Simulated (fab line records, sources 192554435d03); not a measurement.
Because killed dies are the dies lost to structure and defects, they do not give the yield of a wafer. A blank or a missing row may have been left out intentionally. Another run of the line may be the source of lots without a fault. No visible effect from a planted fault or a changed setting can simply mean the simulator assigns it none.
Matching of chambers | flow n5-finfet | rie-diel-01 running N5_BEOL_M15_ETCH_57: 4 sister chambers
The step etches SOC in N2/H2, time 750 s. 7 wafers are shown with their chamber, then 8 later ones without.

## WAFERS WITH THEIR CHAMBER
wafer  | chamber | showerhead-plenum-p-Torr (Torr) | oes-product-au (a.u.)
L082.5 | 0       | 2.54                            | 0.78
L083.1 | 1       | 2.51                            | 0.71
L083.3 | 2       | 2.50                            | 0.93
L086.3 | 2       | 2.49                            | 0.93
L086.4 | 1       | 2.51                            | 0.70
L086.5 | 3       | 2.42                            | 0.69
L088.2 | 3       | 2.42                            | 0.69

## WAFERS WHOSE CHAMBER IS MISSING
wafer  | showerhead-plenum-p-Torr (Torr) | oes-product-au (a.u.)
L088.4 | 2.49                            | 0.92
L088.5 | 2.51                            | 0.70
L092.1 | 2.51                            | 0.68
L092.2 | 2.42                            | 0.68
L092.3 | 2.53                            | 0.76
L093.2 | 2.51                            | 0.69
L093.3 | 2.41                            | 0.68
L093.4 | 2.49                            | 0.89

## WHICH CHAMBER EACH WENT THROUGH
wafer  | from the rows above | in truth
L088.4 | 2                   | 2
L088.5 | 1                   | 1
L092.1 | 1                   | 1
L092.2 | 3                   | 3
L092.3 | 0                   | 0
L093.2 | 1                   | 1
L093.3 | 3                   | 3
L093.4 | 2                   | 2
8 of 8 placed correctly. Can't be placed from these rows: 0. 0 placed wrongly.
How it was worked out, from the rows above alone: a wafer's distance from a chamber is the root of the sum, over the readings, of the square of ((its reading less the chamber's mean) divided by the reading's scatter). If the next closest chamber is less than 2 further off than the closest, the wafer can't be placed; otherwise it belongs to the closest. Each chamber's mean is taken over the wafers shown for it. The scatter: take each reading less its chamber's mean, square it, sum over the shown wafers, divide by the number of wafers less the number of chambers, and take the root.
